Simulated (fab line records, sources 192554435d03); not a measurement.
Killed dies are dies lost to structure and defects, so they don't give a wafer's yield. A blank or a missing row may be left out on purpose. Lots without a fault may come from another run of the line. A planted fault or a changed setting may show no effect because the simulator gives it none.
One fault seen from 3 desks | flow n5_finfet | each desk has only its own numbers; what lay behind them comes last

THE METROLOGY DESK
What the gauges read, lot by lot, whatever tool the lot ran on: means of the sampled wafers that have a number. A lot is out of limits, marked OUT, if its mean lies more than 4 standard deviations from the usual mean; the brackets give that distance. Of its 12 readings 7 are shown: those that lie furthest out on some lot.
Columns: A = cd_nm at N5_PMOS_HMC_CHANNEL_EPI_CD_MEAS_09, usual 236.8 nm; B = PMOS_HMC_BLK_OVL at N5_PMOS_HMC_CHANNEL_EPI_OVL_MEAS_10, usual 0.1 nm; C = DIBL_P at N5_BEOL_M4_RC_MEAS_101, usual 35.9 mV/V; D = IOFF_P at N5_BEOL_M4_RC_MEAS_101, usual 0.21 nA/um; E = ION_P at N5_BEOL_M4_RC_MEAS_101, usual 461 uA/um; F = SS_P at N5_BEOL_M4_RC_MEAS_101, usual 73.2 mV/dec; G = VT_P at N5_BEOL_M4_RC_MEAS_101, usual -250 mV
lot  | first seen here | A     | B    | C    | D    | E   | F    | G
L295 | day 2 23:41     | 236.8 | 0.4  | 35.7 | 0.20 | 457 | 73.4 | -253
L296 | day 3 05:47     | 236.9 | -0.3 | 35.6 | 0.19 | 457 | 72.7 | -251
L297 | day 3 11:43     | 234.9 | -1.0 | 35.4 | 0.22 | 468 | 73.2 | -247
L307 | day 5 23:44     | 237.7 | -0.3 | 35.6 | 0.24 | 464 | 73.1 | -247
L310 | day 6 17:49     | 236.8 | 0.4  | 34.5 | 0.15 | 450 | 73.0 | -257
L313 | day 7 10:51     | 236.9 | 0.1  | 38.9 | 0.23 | 460 | 74.1 | -251
This desk's finding: nothing out of limits on any of the 6 lots.

THE TOOL OWNER'S DESK: litho_track-02
The tool's own readings at N5_PMOS_HMC_CHANNEL_EPI_COAT_31 (time 60 s, resist thk 66 nm): means of the sampled wafers that have a number, for each lot that ran on this tool. A lot is out of limits, marked OUT, if its mean lies more than 4 standard deviations from the usual mean; the brackets give that distance.
Columns: A = resist_line_temp_C at N5_PMOS_HMC_CHANNEL_EPI_COAT_31, usual 23.02 C; B = spin_speed_rpm at N5_PMOS_HMC_CHANNEL_EPI_COAT_31, usual 1500.1 rpm
lot  | first seen here | A     | B
L297 | day 3 11:22     | 23.03 | 1499.3
L307 | day 5 23:24     | 23.07 | 1535.2 (+38) OUT
L310 | day 6 17:34     | 22.89 | 1534.2 (+37) OUT
This desk's finding: out of limits on L307, L310; first on L307, day 5 23:24 (spin_speed_rpm at N5_PMOS_HMC_CHANNEL_EPI_COAT_31). In limits: L297.

THE DEFECT DESK
What the inspections along the route counted, lot by lot: means of the sampled wafers that have a number. A lot is out of limits, marked OUT, if its mean lies more than 4 standard deviations from the usual mean; the brackets give that distance.
Columns: A = raw_defect_count at N5_WELL_APT_INSPECT_38, usual 13; B = raw_defect_count at N5_PMOS_HMC_CHANNEL_EPI_INSPECT_11, usual 2.1
lot  | first seen here | A  | B
L295 | day 2 23:22     | 13 | 2.7
L296 | day 3 05:21     | 13 | 1.3
L297 | day 3 11:17     | 17 | 1.3
L307 | day 5 23:18     | 15 | 1.7
L310 | day 6 17:28     | 14 | 2.3
L313 | day 7 10:32     | 12 | 2.0
This desk's finding: nothing out of limits on any of the 6 lots.

PUT TOGETHER
The tool owner's desk could have raised an alarm at day 5 23:24, on L307, L310.
The metrology desk saw nothing out of limits.
The defect desk saw nothing out of limits.
The metrology desk has L307, L310 on record, within its limits.
The defect desk has L307, L310 on record, within its limits.
Of the lots named, all ran N5_PMOS_HMC_CHANNEL_EPI_COAT_31 on litho_track-02.

WHAT THE SIMULATOR HAD PUT IN
Process parameter drift: litho_track-02, from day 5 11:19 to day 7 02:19, at N5_PMOS_HMC_CHANNEL_EPI_COAT_31. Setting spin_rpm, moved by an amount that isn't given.
Lots struck among those shown: L307, L310.
Hours from the fault's start to each desk's first reading out of limits: the tool owner's desk, 12.
